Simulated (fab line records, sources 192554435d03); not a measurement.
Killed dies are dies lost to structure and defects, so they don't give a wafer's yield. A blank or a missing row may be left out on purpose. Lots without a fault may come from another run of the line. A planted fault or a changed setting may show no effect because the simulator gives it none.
A struck lot beside a sound one | flow n5_finfet | 27 steps out of a route of 1938
Sound: wafers L961.1, L961.5, L961.6. Struck: wafers L949.4, L949.5. The cause comes at the end.
At each step with rows: each side's tool, then ch and its chambers, then its first start. Under that, the readings that differ: sound wafers | struck wafers | difference of the means | sigmas: that difference in standard deviations of wafers without a fault.
alike: readings whose means differ by less than 2 such deviations, and words and numbers that are the same on both sides. not compared: withheld readings, readings that some wafer has no value for, bounds like >300 that may hide the same value, and numbers for which the record gives no deviation and whose values overlap.
The two part at a step that has a row with sigmas, a row that says differs or no value, or rows on one side only. Numbers that don't overlap but have no deviation are shown without sigmas and don't part them. A reading that every wafer of one side lacks parts them only if that side has two wafers or more.

first, 9 steps without rows for these wafers: N5_BEOL_M15_COAT_04 (resist thk 800 nm); N5_BEOL_M15_EBR_06; N5_BEOL_M15_SOFTBAKE_05 (time 60 s); N5_BEOL_M15_EXPOSE_07 (exposes mask V14); N5_BEOL_M15_PEB_08 (peb time 90 s); N5_BEOL_M15_DEVELOP_09 (develop time 45 s); N5_BEOL_M15_HARDBAKE_14 (time 120 s); N5_BEOL_M15_DESCUM_15 (chemistry O2, time 7.9 s); N5_BEOL_M15_ETCH_59 (etches BARC in N2/H2, target depth 89 nm, overetch 26.7 nm, time 67.9 s).
N5_BEOL_M15_VIA_ETCH_16: etches SiO2 in C4F8/O2/Ar, target depth 1792.2 nm.
  sound on rie_diel-05 ch 2,3, day 16 07:17; struck on rie_diel-04 ch 2,3, day 13 04:04
  alike: drypump_motor_current_A, oes_product_au, rf_vpp_V, showerhead_plenum_p_Torr, throttle_valve_pct
then, 14 steps without rows for these wafers: N5_BEOL_M15_STRIP_63 (strips in O2); N5_BEOL_M15_STRIP_64 (strips in O2); N5_BEOL_M15_STRIP_65 (strips in post etch residue remover, time 60 s); N5_BEOL_M15_SRD_66 (time 30 s, dry time 30 s); N5_BEOL_M15_COAT_56 (time 60 s, resist thk 550 nm); N5_BEOL_M15_ETCH_57 (etches SOC in N2/H2, time 750 s); N5_BEOL_M15_COAT_60 (time 60 s, resist thk 89 nm); N5_BEOL_M15_COAT_22 (resist thk 800 nm); N5_BEOL_M15_EBR_24; N5_BEOL_M15_SOFTBAKE_23 (time 60 s); N5_BEOL_M15_EXPOSE_25 (exposes mask M15, target cd 400 nm); N5_BEOL_M15_PEB_26 (peb time 90 s); N5_BEOL_M15_DEVELOP_27 (develop time 45 s); N5_BEOL_M15_HARDBAKE_32 (time 120 s).
N5_BEOL_M15_INSPECT_30: inspects for defects (macro).
  sound on defect_inspect-01, day 16 08:40; struck on defect_inspect-02, day 13 05:45
  reading          | sound | struck    | difference | sigmas
  raw_defect_count | 1 4 0 | >300 >300 | differs    |
then, 1 step without rows for these wafers: N5_BEOL_M15_DESCUM_33 (chemistry O2, time 7.9 s).
N5_PASSIVATION_PROBE_49:
  the record has rows for the struck wafers here (prober-01, day 14 04:11) and none for the sound ones

WHERE THEY PART
First at N5_BEOL_M15_INSPECT_30; last, within this record, at N5_PASSIVATION_PROBE_49.

WHY: what the simulator had put in
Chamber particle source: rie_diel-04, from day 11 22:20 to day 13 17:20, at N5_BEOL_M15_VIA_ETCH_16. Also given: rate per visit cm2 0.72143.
